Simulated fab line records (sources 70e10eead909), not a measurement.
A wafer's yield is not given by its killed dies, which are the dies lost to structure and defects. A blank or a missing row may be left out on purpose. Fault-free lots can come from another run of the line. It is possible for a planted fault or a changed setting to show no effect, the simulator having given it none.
Chamber matching	flow nandHarc	NHARC_A_STAIRCASE_DEP_151 on pecvd-01: 3 sister chambers
The step deposits SiO2, target thk 3800 nm. 18 wafers are shown with their chamber, then 9 later ones without.

== WAFERS PAIRED WITH THEIR CHAMBERS ==
wafer	chamber	heaterPowerW (W)
L075.1	0	690
L075.2	1	840
L075.3	2	761
L079.1	1	766
L079.2	2	714
L079.6	1	687
L080.1	2	739
L080.3	1	818
L080.4	2	605
L082.1	0	760
L082.3	1	857
L082.5	1	688
L089.3	1	724
L089.5	1	709
L089.6	2	625
L087.4	0	631
L087.5	2	609
L087.6	1	692

SIGNATURES (averages over the wafers above)
reading	chamber 0	chamber 1	chamber 2	scatter within a chamber
heaterPowerW	693.67	753.44	675.50	68.8
Rule: for a wafer and a chamber, the distance is found by dividing, reading by reading, the gap between the wafer's reading and the chamber's mean by the reading's scatter, squaring, summing and taking the root. If the next closest chamber is less than 2 further off than the closest, the wafer can't be placed; otherwise it belongs to the closest. The scatter is the square root of a quotient: the sum, over the shown wafers, of each reading's squared deviation from its chamber's mean, divided by wafers minus chambers.

== WAFERS WITHOUT THEIR CHAMBER ==
wafer	heaterPowerW (W)
L090.2	803
L090.5	648
L090.6	638
L094.2	782
L094.3	668
L094.5	623
L095.1	838
L095.2	747
L095.4	638

== CHAMBER TAKEN BY EACH ==
wafer	from the rows above	in truth
L090.2	can't be placed: 1 or 0 or 2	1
L090.5	can't be placed: 2 or 0 or 1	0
L090.6	can't be placed: 2 or 0 or 1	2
L094.2	can't be placed: 1 or 0 or 2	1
L094.3	can't be placed: 2 or 0 or 1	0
L094.5	can't be placed: 2 or 0 or 1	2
L095.1	can't be placed: 1 or 0 or 2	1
L095.2	can't be placed: 1 or 0 or 2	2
L095.4	can't be placed: 2 or 0 or 1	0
0 of 9 placed correctly. Cannot be placed on the basis of these rows: 9; the candidates contain the true chamber in 9. Placed wrongly: 0.
